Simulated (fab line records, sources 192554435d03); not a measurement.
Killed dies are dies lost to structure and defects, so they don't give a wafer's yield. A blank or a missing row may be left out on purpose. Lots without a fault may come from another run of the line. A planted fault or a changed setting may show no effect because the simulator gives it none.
Split-lot experiment | flow n5_finfet | 7 lots, 21 wafers read, on a route of 1938 steps

THE SPLIT
At N5_BEOL_M15_ILD_DEP_00 (deposits SiO2 from TEOS/O2, target thk 1629.3 nm, time 346.1 s), the setting time_s was moved away from the recipe's 346.1 s on 8 of the 21 wafers read, by -5.3% to +7.2%. The other wafers ran this setting at the recipe's value.

The file shows no step between the split and the reading.

THE READING
M15_ILD_THK, in nm, at N5_BEOL_M15_THK_MEAS_01. Fault-free wafers of this fab line usually give 1628 nm, standard deviation 22 nm.

wafer  | tool, chamber at the split | time_s as run, s | against the recipe | M15_ILD_THK, nm | against lot-mates on the recipe
L074.1 | pecvd-01, 1                | 346.1            | recipe             | 1657            | -
L074.3 | pecvd-01, 2                | 327.9            | -5.3%              | 1551            | -114
L074.6 | pecvd-01, 2                | 346.1            | recipe             | 1674            | -
L078.3 | pecvd-01, 0                | 328.6            | -5.1%              | 1506            | no lot-mate on the recipe
L078.4 | pecvd-01, 2                | 328.6            | -5.1%              | 1568            | no lot-mate on the recipe
L078.6 | pecvd-01, 0                | 328.6            | -5.1%              | 1538            | no lot-mate on the recipe
L081.1 | pecvd-01, 1                | 370.4            | +7.0%              | 1735            | +95
L081.4 | pecvd-01, 0                | 346.1            | recipe             | 1609            | -
L081.6 | pecvd-01, 2                | 346.1            | recipe             | 1671            | -
L084.2 | pecvd-04, 1                | 346.1            | recipe             | 1595            | -
L084.3 | pecvd-04, 0                | 346.1            | recipe             | 1619            | -
L084.5 | pecvd-04, 0                | 346.1            | recipe             | 1639            | -
L087.4 | pecvd-04, 1                | 346.1            | recipe             | 1622            | -
L087.5 | pecvd-04, 0                | 346.1            | recipe             | 1625            | -
L087.6 | pecvd-04, 2                | 346.1            | recipe             | 1630            | -
L093.1 | pecvd-01, 2                | 370.9            | +7.2%              | 1748            | +165
L093.2 | pecvd-01, 0                | 346.1            | recipe             | 1583            | -
L093.6 | pecvd-01, 0                | 370.9            | +7.2%              | 1730            | +147
L092.3 | pecvd-01, 0                | 346.1            | recipe             | 1586            | -
L092.5 | pecvd-01, 0                | 330.8            | -4.4%              | 1530            | -86
L092.6 | pecvd-01, 2                | 346.1            | recipe             | 1646            | -

THE FIT
A straight line over all 21 wafers: M15_ILD_THK changes by +16.5 nm for each +1% of time_s; r = +0.92; the points scatter about the line by 27 nm.
The same after taking each lot's own level away (the mean of its wafers on the recipe; 18 wafers): +19.6 nm for each +1%; r = +0.95; scatter 22 nm.
On that fit, the largest move of time_s shifts the reading by 1.4e+02 nm.
The lots' own levels span 1583.0 to 1665.5 nm, that is 3.8 times the standard deviation above.
So the lot-to-lot level changes the slope: the two fits differ.
Check: with one of the wafers moved furthest among these (+7.2%) left out of the fit, the line predicts +129 nm for it against its lot-mates. It came out at +165 nm against them.

OTHER SPLITS ON THESE WAFERS
These wafers also went through other splits before the reading. Each is held against what the fit with the lots' levels taken away leaves over:
other split on the same wafers | wafers away from the commonest value | r with M15_ILD_THK (lot level and that fit taken away)
N5_BEOL_M12_PEB_08 peb_temp_c  | 6                                    | -0.41
N5_BEOL_M13_COAT_58 spin_rpm   | 6                                    | -0.17
N5_BEOL_M13_ETCH_59 time_s     | 6                                    | -0.16

THE WHOLE CHAIN: every reading that the file lists as answering this split, in the file's order
step                    | what it does                                                   | reading                                                                             | change (the file's fit)              | r (the file's)
N5_BEOL_M15_ILD_DEP_00  | deposits SiO2 from TEOS/O2, target thk 1629.3 nm, time 346.1 s | SiO2_of_BEOL_M15_ILD_DEP_00.thk_nm (the simulator's own value, which no gauge read) | +18.8 nm for each +1% of the setting | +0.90
N5_BEOL_M15_THK_MEAS_01 |                                                                | M15_ILD_THK                                                                         | +18.8 for each +1% of the setting    | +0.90
N5_BEOL_M15_VIA_ETCH_16 | etches SiO2 in C4F8/O2/Ar, target depth 1792.2 nm              | etch.depth_nm (the simulator's own value, which no gauge read)                      | +18.8 nm for each +1% of the setting | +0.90
N5_BEOL_M15_VIA_ETCH_16 | etches SiO2 in C4F8/O2/Ar, target depth 1792.2 nm              | coat_of_BEOL_M15_COAT_04.thk_nm (the simulator's own value, which no gauge read)    | -4.65 nm for each +1% of the setting | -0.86

THE FILE'S OWN FIT
M15_ILD_THK changes by +18.8 nm for each +1% of time_s, r = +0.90.
